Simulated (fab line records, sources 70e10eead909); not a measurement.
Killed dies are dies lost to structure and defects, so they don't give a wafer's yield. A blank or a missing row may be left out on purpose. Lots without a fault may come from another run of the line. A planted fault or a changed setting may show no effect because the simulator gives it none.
Chamber matching | flow nand_harc | NHARC_A_STAIRCASE_STRIP_476 on rie_diel-07: 4 sister chambers
The step strips in O2, time 20 s. 4 wafers are shown with their chamber, then 11 later ones without.

WAFERS WITH THEIR CHAMBER
wafer  | chamber | showerhead_plenum_p_Torr (Torr)
L081.2 | 3       | 3.47
L084.1 | 1       | 3.60
L084.3 | 0       | 3.72
L090.1 | 2       | 3.63

WAFERS WITHOUT THEIR CHAMBER
wafer  | showerhead_plenum_p_Torr (Torr)
L090.2 | 3.70
L090.4 | 3.46
L092.1 | 3.62
L092.3 | 3.45
L092.6 | 3.70
L095.1 | 3.69
L095.3 | 3.58
L095.4 | 3.45
L096.1 | 3.58
L096.3 | 3.45
L096.5 | 3.58

WHICH CHAMBER EACH WENT THROUGH
wafer  | from the rows above     | in truth
L090.2 | 0                       | 0
L090.4 | 3                       | 3
L092.1 | can't be placed: 2 or 1 | 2
L092.3 | 3                       | 3
L092.6 | 0                       | 0
L095.1 | can't be placed: 0 or 2 | 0
L095.3 | can't be placed: 1 or 2 | 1
L095.4 | 3                       | 3
L096.1 | can't be placed: 1 or 2 | 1
L096.3 | 3                       | 3
L096.5 | can't be placed: 1 or 2 | 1
Placed correctly: 6 of 11. Can't be placed from these rows: 5 (the true chamber is among the candidates in 5). Placed wrongly: 0.
How it was worked out, from the rows above alone: a wafer's distance from a chamber is the root of the sum, over the readings, of the square of ((its reading less the chamber's mean) divided by the reading's scatter). The wafer belongs to the nearest chamber; if the next one is less than 2 further off, it can't be placed. A chamber's mean is the mean of its shown wafers. The scatter: with one shown wafer a chamber, the root of the mean of the squares of how far each hidden wafer lies from its nearest shown one.
